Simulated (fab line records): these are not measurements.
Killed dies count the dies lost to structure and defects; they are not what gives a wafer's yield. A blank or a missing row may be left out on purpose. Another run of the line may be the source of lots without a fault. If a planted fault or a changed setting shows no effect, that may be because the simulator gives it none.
fab line records	flow n5_finfet	part 1 of 2: steps 1 to 34 of 35
record lots=5	wafers=15	last_day=17
route steps=1938 shown MOL_CONTACT_COAG@628 BEOL_M0_SAQP@632 BEOL_M4@1111 PASSIVATION@1936
lots with no fault: from the same line, run without faults
start_h: hours from the record's opening day to when the first of the lot's shown wafers began	wait_h: time in hours since the lot's previous step	" unchanged from the row above	L1.1+2: a row that stands for several wafers	- no value present, or no start provided	* or withheld: withheld	< > ~ a bound
route shown NAME@n: names a module that has steps shown in the file, with the first one's number in the route	usual: mean and standard deviation over wafers with no fault	same: alike in all rows	chamber/n: place in a boat	sites: each site's reading	_std_site: their standard deviation	_edge_site: outer sites' mean less inner sites'	radius_mm: for every site, how far away it sits from the centre of the wafer	mask NAME#n: copy n	behind: the tool/chamber that last shaped the wafer	hold: why the lot went on hold/how many hours it stayed there/how the hold came to an end	device: the transistor (n, p or np) that didn't switch	end of line: the same wafers' tests at the end of the route	a step given without rows: its recipe and nothing more	killed: at the first sort, the dies lost to defects and structure; wafer yield is something else	map: a wafer's dies, marking killed ones x, the rest . and places with no die _
set.NAME: the setting as run; set.NAME@STEP: as run at that earlier step	model.NAME: the simulator's own value behind a step, which no gauge read
lots at some steps of the route; a table a step, a row a wafer
services: from which hour (start_h, from the record's first day; less than 0 if before it) a tool's chamber was out of use, for how many hours, and why
## steps
# step N5_MOL_CONTACT_COAG_THK_MEAS_53
# recipe reads=SiO2_of_MOL_CONTACT_COAG_PECVD_31
# usual VIA_MOL_THK=44.2/0.59
lot.wafer	tool	chamber	start_h	wait_h	VIA_MOL_THK[nm]
L556.3	film_metro-02	-	108.92	-	44.9
L556.4	"	-	"	"	44.5
L556.6	"	-	"	"	44.2
L557.3	film_metro-01	-	116.86	-	43.7
L557.4	"	-	"	"	44.1
L557.6	"	-	"	"	44.7
L563.3	film_metro-01	-	150.42	-	44.3
L563.4	"	-	"	"	44.4
L563.6	"	-	"	"	44.4
L572.1	film_metro-01	-	204.49	-	43.6
L572.5	"	-	"	"	43.6
L572.6	"	-	"	"	44.4
L573.3	film_metro-02	-	211.92	-	43.8
L573.4	"	-	"	"	44.5
L573.5	"	-	"	"	44.9
# step N5_MOL_CONTACT_COAG_ANNEAL_112
# recipe temp_c=400	time_s=1800	ambient=HPD2	pressure_atm=10
# step N5_MOL_CONTACT_COAG_INSPECT_97
# recipe inspect_instrument=darkfield	mode=post_anneal
# usual raw_defect_count=45/18
lot.wafer	tool	chamber	start_h	wait_h	raw_defect_count
L556.3	defect_inspect-01	-	112.03	0.1	22
L556.4	"	-	"	"	21
L556.6	"	-	"	"	36
L557.3	defect_inspect-01	-	119.94	0.1	37
L557.4	"	-	"	"	25
L557.6	"	-	"	"	32
L563.3	defect_inspect-01	-	153.91	0.1	41
L563.4	"	-	"	"	24
L563.6	"	-	"	"	41
L572.1	defect_inspect-02	-	207.54	0.0	25
L572.5	"	-	"	"	29
L572.6	"	-	"	"	38
L573.3	defect_inspect-02	-	215.02	0.1	98
L573.4	"	-	"	"	73
L573.5	"	-	"	"	73
# step N5_BEOL_M0_SAQP_PECVD_00
# recipe material=SiCN	target_thk_a=80	temp_c=withheld	precursor=3MS/NH3	pressure_torr=3	rf_w=202	time_s=14
# step N5_BEOL_M0_SAQP_ILD_DEP_01
# recipe material=SiOC	target_thk_a=454.19	temp_c=350	precursor=DEMS/O2	pressure_torr=5	rf_w=500	time_s=8.7
# usual heater_power_w=491/78	showerhead_plenum_p_Torr=5.697/0.019	throttle_valve_pct=12.1/0.88
# same time_s=8.7
lot.wafer	tool	chamber	start_h	wait_h	heater_power_w	showerhead_plenum_p_Torr	throttle_valve_pct
L556.3	pecvd-02	0	112.35	0.0	543	5.673	11.4
L556.4	"	2	"	"	491	5.700	11.4
L556.6	"	1	"	"	514	5.706	12.8
L557.3	pecvd-04	2	120.26	0.0	480	5.711	11.8
L557.4	"	0	"	"	621	5.678	13.4
L557.6	"	2	"	"	483	5.704	11.6
L563.3	pecvd-04	0	154.24	0.0	577	5.686	13.4
L563.4	"	2	"	"	523	5.715	11.7
L563.6	"	1	"	"	425	5.690	12.4
L572.1	pecvd-04	0	207.90	0.0	619	5.679	13.3
L572.5	"	2	"	"	475	5.704	11.5
L572.6	"	0	"	"	640	5.678	13.6
L573.3	pecvd-02	1	215.37	0.0	567	5.713	12.5
L573.4	"	0	"	"	504	5.670	11.4
L573.5	"	0	"	"	523	5.651	11.3
# step N5_BEOL_M0_SAQP_HM_DEP_02
# recipe material=TiN	target_thk_a=120	temp_c=25	chamber_pressure_pa=0.49996
# step N5_BEOL_M0_SAQP_PECVD_03
# recipe material=SiCN	target_thk_a=120	temp_c=withheld	precursor=3MS/NH3	pressure_torr=3	rf_w=202	time_s=21.1
# step N5_BEOL_M0_SAQP_PECVD_96
# recipe material=a-Si	target_thk_a=450	temp_c=350	precursor=SiH4/He	pressure_torr=3	rf_w=100	time_s=45.2
# usual heater_power_w=642/76	showerhead_plenum_p_Torr=5.67/0.059	throttle_valve_pct=18.4/1.2
# same time_s=45.2
lot.wafer	tool	chamber	start_h	wait_h	heater_power_w	showerhead_plenum_p_Torr	throttle_valve_pct
L556.3	pecvd-02	0	116.51	0.0	664	5.60	17.7
L556.4	"	1	"	"	673	5.68	19.0
L556.6	"	0	"	"	680	5.59	17.6
L557.3	pecvd-04	2	120.96	0.0	624	5.69	17.7
L557.4	"	1	"	"	509	5.61	19.3
L557.6	"	0	"	"	636	5.62	20.5
L563.3	pecvd-04	2	154.56	0.0	586	5.70	17.8
L563.4	"	1	"	"	580	5.62	19.4
L563.6	"	0	"	"	704	5.63	20.4
L572.1	pecvd-04	2	209.60	0.0	568	5.70	17.5
L572.5	"	1	"	"	569	5.63	19.2
L572.6	"	0	"	"	750	5.62	20.7
L573.3	pecvd-02	1	216.33	0.0	723	5.69	18.8
L573.4	"	0	"	"	682	5.60	17.6
L573.5	"	0	"	"	682	5.61	17.3
# step N5_BEOL_M0_SAQP_PECVD_97
# recipe material=SiNx	target_thk_a=230	temp_c=350	precursor=SiH4/NH3/N2	pressure_torr=1.5	rf_w=300	time_s=19.9
# step N5_BEOL_M0_SAQP_PECVD_04
# recipe material=a-Si	target_thk_a=600	temp_c=350	precursor=SiH4/He	pressure_torr=3	rf_w=100	time_s=60.2
# usual heater_power_w=644/81	showerhead_plenum_p_Torr=5.67/0.06	throttle_valve_pct=18.4/1.2
# same time_s=60.2
lot.wafer	tool	chamber	start_h	wait_h	heater_power_w	showerhead_plenum_p_Torr	throttle_valve_pct
L556.3	pecvd-02	0	116.60	0.0	600	5.59	17.3
L556.4	"	1	"	"	676	5.69	19.3
L556.6	"	0	"	"	607	5.61	17.3
L557.3	pecvd-04	2	121.04	0.0	656	5.71	17.6
L557.4	"	1	"	"	500	5.61	19.3
L557.6	"	0	"	"	781	5.61	20.5
L563.3	pecvd-04	2	154.65	0.0	572	5.71	18.0
L563.4	"	1	"	"	492	5.62	19.2
L563.6	"	0	"	"	725	5.63	20.4
L572.1	pecvd-04	2	209.68	0.0	654	5.71	17.8
L572.5	"	1	"	"	518	5.62	19.1
L572.6	"	0	"	"	709	5.61	20.3
L573.3	pecvd-02	1	216.47	0.1	740	5.69	19.4
L573.4	"	0	"	"	730	5.60	17.4
L573.5	"	0	"	"	718	5.60	17.7
# step N5_BEOL_M0_SAQP_THK_MEAS_05
# usual thk_nm=59.9/0.71
lot.wafer	tool	chamber	start_h	wait_h	thk_nm
L556.3	film_metro-02	-	116.69	0.1	59.1
L556.4	"	-	"	"	59.8
L556.6	"	-	"	"	59.2
L557.3	film_metro-01	-	121.14	0.1	58.9
L557.4	"	-	"	"	60.1
L557.6	"	-	"	"	60.0
L563.3	film_metro-02	-	154.74	0.1	60.1
L563.4	"	-	"	"	60.1
L563.6	"	-	"	"	60.1
L572.1	film_metro-01	-	209.78	0.1	59.4
L572.5	"	-	"	"	60.7
L572.6	"	-	"	"	60.3
L573.3	film_metro-02	-	216.57	0.1	60.9
L573.4	"	-	"	"	60.1
L573.5	"	-	"	"	60.0
# step N5_BEOL_M0_SAQP_HM_DEP_111
# recipe material=SiO2	target_thk_a=120	temp_c=400	precursor=SiH4/N2O	pressure_torr=0.75	rf_w=275	time_s=7.2
# usual heater_power_w=806/110	showerhead_plenum_p_Torr=8.17/0.16
lot.wafer	tool	chamber	start_h	wait_h	heater_power_w	showerhead_plenum_p_Torr	model.SiO2_of_BEOL_M0_SAQP_HM_DEP_111.thk_nm
L556.3	pecvd-03	0	116.73	0.0	875	8.50	12
L556.4	"	2	"	"	574	8.12	12
L556.6	"	1	"	"	871	8.43	11.8
L557.3	pecvd-02	2	121.17	0.0	730	8.24	11.8
L557.4	"	2	"	"	711	8.23	12
L557.6	"	0	"	"	851	7.98	12
L563.3	pecvd-02	1	154.78	0.0	935	8.20	12
L563.4	"	0	"	"	798	7.98	12.2
L563.6	"	2	"	"	783	8.25	12.2
L572.1	pecvd-02	0	209.82	0.0	806	7.97	12
L572.5	"	0	"	"	786	7.98	12
L572.6	"	1	"	"	950	8.20	12
L573.3	pecvd-02	0	216.63	0.1	857	7.98	13.6
L573.4	"	1	"	"	920	8.23	12
L573.5	"	1	"	"	923	8.23	12.2
# step N5_BEOL_M0_SAQP_COAT_81
# recipe resist=SOC	temp_c=250	time_s=60	spin_rpm=1500	resist_thk_nm=100
# step N5_BEOL_M0_SAQP_COAT_82
# recipe resist=SiARC	temp_c=220	time_s=60	spin_rpm=1500	resist_thk_nm=30
# step N5_BEOL_M0_SAQP_COAT_08
# recipe resist=CAR-ArF	spin_rpm=1500	resist_thk_nm=90
# step N5_BEOL_M0_SAQP_EBR_10
# recipe solvent=PGMEA	ebr_width_mm=1.5
# step N5_BEOL_M0_SAQP_SOFTBAKE_09
# recipe temp_c=110	time_s=60	resist=CAR-ArF
# step N5_BEOL_M0_SAQP_EXPOSE_11
# recipe mask_id=M0_CORE	na=1.35	source_shape=dipole	sigma_inner=0.538	sigma_outer=0.738	polarization=te	target_cd_nm=42	dose_mj=55
# step N5_BEOL_M0_SAQP_PEB_12
# recipe peb_temp_c=withheld	peb_time_s=60	resist=CAR-ArF
# step N5_BEOL_M0_SAQP_DEVELOP_13
# recipe develop_time_s=30	developer=TMAH	resist=CAR-ArF	dev_temp_c=23	rinse_liquid=diw	dry=air_spin
# step N5_BEOL_M0_SAQP_CD_MEAS_14
# recipe target_cd_nm=42.5	landing_energy_ev=500	detector=se_inlens
# usual cd_nm=42.3/0.34
# same landing_energy_ev=500
lot.wafer	tool	chamber	start_h	wait_h	cd_nm
L556.3	cd_sem-01	0	117.05	-	42.3
L556.4	"	0	"	"	42.2
L556.6	"	0	"	"	42.5
L557.3	cd_sem-03	0	121.50	-	42.2
L557.4	"	0	"	"	42.2
L557.6	"	0	"	"	42.1
L563.3	cd_sem-02	0	155.10	-	42.0
L563.4	"	0	"	"	42.1
L563.6	"	0	"	"	42.5
L572.1	cd_sem-02	0	210.17	-	41.8
L572.5	"	0	"	"	42.1
L572.6	"	0	"	"	41.8
L573.3	cd_sem-03	0	217.09	-	42.0
L573.4	"	0	"	"	42.9
L573.5	"	0	"	"	42.3
# step N5_BEOL_M0_SAQP_OVL_MEAS_15
# recipe points_per_wafer=44
# usual M0_CORE_OVL=0.2/0.71
lot.wafer	tool	chamber	start_h	wait_h	M0_CORE_OVL[nm]
L556.3	overlay-01	0	117.08	0.0	-0.2
L556.4	"	0	"	"	-0.1
L556.6	"	0	"	"	-0.9
L557.3	overlay-01	0	121.53	0.0	0.0
L557.4	"	0	"	"	0.7
L557.6	"	0	"	"	-0.9
L563.3	overlay-02	0	155.13	0.0	0.9
L563.4	"	0	"	"	0.2
L563.6	"	0	"	"	0.7
L572.1	overlay-01	0	210.20	0.0	-0.2
L572.5	"	0	"	"	-0.5
L572.6	"	0	"	"	-0.4
L573.3	overlay-02	0	217.12	0.0	-0.3
L573.4	"	0	"	"	-1.2
L573.5	"	0	"	"	-0.6
# step N5_BEOL_M0_SAQP_INSPECT_16
# recipe mode=adi	inspect_instrument=brightfield
# usual raw_defect_count=497/99
lot.wafer	tool	chamber	start_h	wait_h	raw_defect_count
L556.3	defect_inspect-02	-	117.11	0.0	586
L556.4	"	-	"	"	422
L556.6	"	-	"	"	534
L557.3	defect_inspect-01	-	121.55	0.0	470
L557.4	"	-	"	"	484
L557.6	"	-	"	"	601
L563.3	defect_inspect-01	-	155.16	0.0	535
L563.4	"	-	"	"	368
L563.6	"	-	"	"	659
L572.1	defect_inspect-01	-	210.22	0.0	502
L572.5	"	-	"	"	409
L572.6	"	-	"	"	565
L573.3	defect_inspect-02	-	217.14	0.0	475
L573.4	"	-	"	"	510
L573.5	"	-	"	"	525
# step N5_BEOL_M0_SAQP_DESCUM_19
# recipe chemistry=O2	time_s=7.9	source_power_w=50	bias_power_w=20	pressure_mtorr=20	rf_frequency_hz=2.712e+07	temp_c=40	resist=CAR-ArF	o2_flow_sccm=225
# usual drypump_motor_current_A=5.5/0.5	oes_product_au=0.79/0.075	rf_vpp_V=243.4/1.1	showerhead_plenum_p_Torr=2.11/0.054	throttle_valve_pct=20.44/0.19
# same time_s=7.9
lot.wafer	tool	chamber	start_h	wait_h	drypump_motor_current_A	oes_product_au	rf_hours_counter_h	rf_vpp_V	showerhead_plenum_p_Torr	throttle_valve_pct
L556.3	rie_diel-04	1	117.14	0.0	6.1	0.76	144	243.7	2.20	20.40
L556.4	"	2	"	"	5.0	0.89	50	243.3	2.04	20.50
L556.6	"	3	"	"	5.3	0.86	-	245.4	2.15	20.49
L557.3	rie_diel-04	3	121.58	0.0	5.3	0.86	40	243.4	2.15	20.49
L557.4	"	1	"	"	6.1	0.76	146	246.0	2.20	20.40
L557.6	"	1	"	"	6.1	0.76	-	243.9	2.20	20.40
L563.3	rie_diel-02	3	155.19	0.0	5.0	0.75	161	244.5	2.19	20.29
L563.4	"	0	"	"	5.3	0.72	-	243.5	2.08	20.69
L563.6	"	1	"	"	5.7	0.78	-	243.4	2.09	20.32
L572.1	rie_diel-04	0	210.62	0.4	5.1	0.79	101	244.1	2.10	20.34
L572.5	"	1	"	"	6.1	0.74	-	245.0	2.19	20.45
L572.6	"	2	"	"	5.0	0.84	-	240.3	2.03	20.53
L573.3	rie_diel-04	1	217.17	0.0	6.1	0.74	177	243.7	2.19	20.46
L573.4	"	2	"	"	4.9	0.84	83	243.1	2.03	20.53
L573.5	"	2	"	"	5.0	0.84	-	242.8	2.03	20.54
# step N5_BEOL_M0_SAQP_ETCH_83
# recipe chemistry=CF4	target=SiARC	target_depth_a=390	mask_material=CAR-ArF	time_s=65	ion_energy_ev=80	pressure_mtorr=40	source_w=545	bias_w=36	Ar_flow_sccm=100	cf4_flow_sccm=100	ends=cleared
# step N5_BEOL_M0_SAQP_ETCH_84
# recipe chemistry=N2/H2	target=SOC	target_depth_a=1000	overetch_a=200	mask_material=SiARC	temp_c=40	time_s=150	ion_energy_ev=200	pressure_mtorr=30	source_w=840	bias_w=150	n2_flow_sccm=200	h2_flow_sccm=200
# usual drypump_motor_current_A=5.5/0.5	h2_flow_sccm=200.0/0.71	oes_product_au=0.70/0.062	rf_vpp_V=524.5/1.7	showerhead_plenum_p_Torr=2.57/0.062	throttle_valve_pct=17.87/0.18
# same time_s=150
lot.wafer	tool	chamber	start_h	wait_h	drypump_motor_current_A	h2_flow_sccm	oes_product_au	rf_hours_counter_h	rf_vpp_V	showerhead_plenum_p_Torr	throttle_valve_pct
L556.3	rie_diel-04	1	117.22	0.0	6.1	200.4	0.69	144	526.6	2.66	17.79
L556.4	"	2	"	"	5.0	200.8	0.78	50	522.2	2.47	17.82
L556.6	"	3	"	"	5.3	199.4	0.76	-	526.7	2.59	17.69
L557.3	rie_diel-04	3	121.67	0.0	5.3	199.5	0.76	40	524.9	2.59	17.69
L557.4	"	1	"	"	6.1	198.7	0.69	146	527.1	2.66	17.80
L557.6	"	1	"	"	6.1	200.1	0.69	-	527.2	2.66	17.79
L563.3	rie_diel-02	3	155.27	0.0	5.0	200.2	0.68	162	526.7	2.67	17.79
L563.4	"	0	"	"	5.3	200.3	0.64	-	524.4	2.53	18.26
L563.6	"	1	"	"	5.7	198.5	0.71	-	524.7	2.56	17.89
L572.1	rie_diel-04	0	210.71	0.0	5.1	199.1	0.70	101	524.3	2.55	17.72
L572.5	"	1	"	"	6.1	199.2	0.67	-	525.2	2.64	17.86
L572.6	"	2	"	"	4.9	201.0	0.76	-	521.0	2.45	17.89
L573.3	rie_diel-04	1	217.26	0.0	6.1	199.3	0.67	177	526.4	2.64	17.86
L573.4	"	2	"	"	5.0	200.3	0.76	83	521.2	2.45	17.88
L573.5	"	2	"	"	5.0	200.2	0.75	-	521.7	2.45	17.89
# step N5_BEOL_M0_SAQP_STRIP_80
# recipe chemistry=N2/H2	temp_c=40	n2_flow_sccm=200	h2_flow_sccm=200	rf_frequency_hz=6e+07
# step N5_BEOL_M0_SAQP_HM_OPEN_112
# recipe chemistry=CHF3/O2	target=SiO2	stop_on=a-Si	target_depth_a=120	over_etch_frac=1.25	mask_material=SOC	time_s=13.5	pressure_mtorr=30	source_w=650	bias_w=170	Ar_flow_sccm=200	CHF3_flow_sccm=50	O2_flow_sccm=5	ion_energy_ev=200	ends=end_point
# usual drypump_motor_current_A=5.5/0.5	oes_product_au=0.52/0.046	rf_vpp_V=524/8.7	showerhead_plenum_p_Torr=2.43/0.057	throttle_valve_pct=18.84/0.14
lot.wafer	tool	chamber	start_h	wait_h	drypump_motor_current_A	oes_product_au	rf_hours_counter_h	rf_vpp_V	showerhead_plenum_p_Torr	throttle_valve_pct	model.etch.depth_nm
L556.3	rie_diel-04	1	117.33	0.0	6.1	0.50	144	526	2.52	18.75	11.99
L556.4	"	2	"	"	5.0	0.58	50	545	2.36	18.94	11.99
L556.6	"	3	"	"	5.3	0.56	-	514	2.46	18.78	11.89
L557.3	rie_diel-04	3	121.78	0.0	5.3	0.55	40	513	2.46	18.79	11.8
L557.4	"	1	"	"	6.1	0.51	146	527	2.52	18.75	12.04
L557.6	"	1	"	"	6.1	0.51	-	526	2.52	18.76	12.1
L563.3	rie_diel-02	3	155.38	0.0	5.0	0.50	162	528	2.51	18.72	11.96
L563.4	"	0	"	"	5.3	0.47	-	519	2.38	19.03	12.22
L563.6	"	1	"	"	5.8	0.52	-	520	2.40	18.68	12.14
L572.1	rie_diel-04	0	210.82	0.0	5.1	0.51	101	519	2.43	18.84	11.96
L572.5	"	1	"	"	6.1	0.49	-	525	2.51	18.81	12.07
L572.6	"	2	"	"	5.0	0.54	-	544	2.35	19.00	11.92
L573.3	rie_diel-04	1	217.36	0.0	6.1	0.51	177	525	2.50	18.80	13.53
L573.4	"	2	"	"	5.0	0.54	83	546	2.35	19.01	12.01
L573.5	"	2	"	"	5.0	0.55	-	545	2.35	19.00	12.17
# step N5_BEOL_M0_SAQP_STRIP_113
# recipe chemistry=CHF3/O2	resist=SiARC	rf_frequency_hz=6e+07
# step N5_BEOL_M0_SAQP_MANDREL_ETCH_20
# recipe target_depth_a=600	chemistry=HBr/Cl2	target=a-Si	stop_on=SiNx	bt_time_s=10	mask_material=SOC	over_etch_frac=0.5	time_s=30	pressure_mtorr=10	icp_w=800	bias_w=75	HBr_flow_sccm=150	Cl2_flow_sccm=80	ends=end_point
# step N5_BEOL_M0_SAQP_STRIP_86
# recipe chemistry=N2/H2	power_w=500	temp_c=40	pressure_mtorr=50	rf_frequency_hz=6e+07	overash_fraction=0.3	bias_power_w=28	h2_frac=0.5	n2_flow_sccm=300	h2_flow_sccm=300
# step N5_BEOL_M0_SAQP_STRIP_115
# recipe chemistry=post_etch_residue_remover	time_s=60	temp_c=25	remover_ph=withheld	remover_water_wt_pct=withheld	remover_fluoride_wt_pct=withheld
# same time_s=60
lot.wafer	tool	chamber	start_h	wait_h	model.SiO2_of_BEOL_M0_SAQP_HM_DEP_111.thk_nm
L556.3+4+6	wet_bench-05	5,0,2	117.59	-	11.8
L557.3	wet_bench-05	1	122.02	-	11.8
L557.4+6	"	3,5	"	"	12
L563.3	wet_bench-02	1	155.63	-	11.8
L563.4	"	0	"	"	12.2
L563.6	"	4	"	"	12
L572.1+6	wet_bench-03	4,6	211.06	-	11.8
L572.5	"	7	"	"	12
L573.3	wet_bench-03	3	217.61	-	13.4
L573.4+5	"	0,5	"	"	12
# step N5_BEOL_M0_SAQP_SRD_93
# recipe dry=ipa_marangoni	time_s=30	temp_c=23	rinse_liquid=diw
# step N5_BEOL_M4_RC_MEAS_101
# usual DIBL_N=36.3/2.2	DIBL_P=36.0/2.4	IOFF_N=0.16/0.042	IOFF_P=0.22/0.041	ION_N=672/14	ION_P=462/7.9	SS_N=71.7/0.76	SS_P=73.3/0.72	VT_N=250/3.6	VT_P=-249/3
lot.wafer	tool	chamber	start_h	wait_h	DIBL_N[mV/V]	DIBL_P[mV/V]	IOFF_N[nA/um]	IOFF_P[nA/um]	ION_N[uA/um]	ION_P[uA/um]	SS_N[mV/dec]	SS_P[mV/dec]	VT_N[mV]	VT_P[mV]
L556.3	prober-02	0	176.06	0.3	37.1	36.9	0.17	0.24	673	463	71.3	72.7	251	-247
L556.4	"	0	"	"	36.5	36.9	0.18	0.25	672	465	70.9	73.6	246	-246
L556.6	"	0	"	"	37.1	37.1	0.16	0.25	666	460	72.0	73.4	250	-248
L557.3	prober-02	0	179.81	0.3	35.8	35.3	0.17	0.21	675	459	71.3	73.4	250	-251
L557.4	"	0	"	"	36.8	37.9	0.19	0.26	682	472	71.7	73.7	248	-248
L557.6	"	0	"	"	35.3	35.9	0.15	0.22	673	463	70.9	72.6	251	-252
L563.3	prober-01	0	210.61	0.3	41.9	41.4	0.27	0.32	698	471	72.4	74.5	241	-243
L563.4	"	0	"	"	38.6	38.1	0.18	0.25	684	467	71.8	73.5	248	-248
L563.6	"	0	"	"	36.6	34.8	0.14	0.20	660	452	71.2	72.7	251	-250
L572.1	prober-01	0	269.53	0.0	33.7	33.3	0.11	0.15	661	456	70.8	72.6	257	-256
L572.5	"	0	"	"	33.9	32.6	0.11	0.15	644	437	71.5	72.1	253	-253
L572.6	"	0	"	"	31.5	30.9	0.09	0.13	651	452	70.0	71.6	256	-256
L573.3	prober-01	0	295.20	0.3	39.2	38.1	0.21	0.26	705	475	71.9	73.8	248	-247
L573.4	"	0	"	"	36.5	35.3	0.15	0.21	671	467	71.1	73.7	252	-252
L573.5	"	0	"	"	35.1	33.1	0.13	0.19	669	463	71.2	73.0	250	-251
## key
first_sign none at tools or gauges
model_effect step=N5_BEOL_M0_SAQP_HM_DEP_111	value=SiO2_of_BEOL_M0_SAQP_HM_DEP_111.thk_nm	without=12.4	struck=13.6
model_effect step=N5_BEOL_M0_SAQP_HM_OPEN_112	value=etch.depth_nm	without=12.38	struck=13.53
model_effect step=N5_BEOL_M0_SAQP_STRIP_115	value=SiO2_of_BEOL_M0_SAQP_HM_DEP_111.thk_nm	without=12.2	struck=13.4
met_at N5_BEOL_M0_SAQP_HM_DEP_111
struck_wafers L573.3
onset_between 209.82 216.63
fault kind=process_parameter_drift	tool=pecvd-02	chamber=-	onset_h=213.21	steps=N5_BEOL_M0_SAQP_HM_DEP_111	channel=time_s	offset=*	shape=step	end_h=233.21	scope=struck_wafers_only	acts_in=*	stated=*
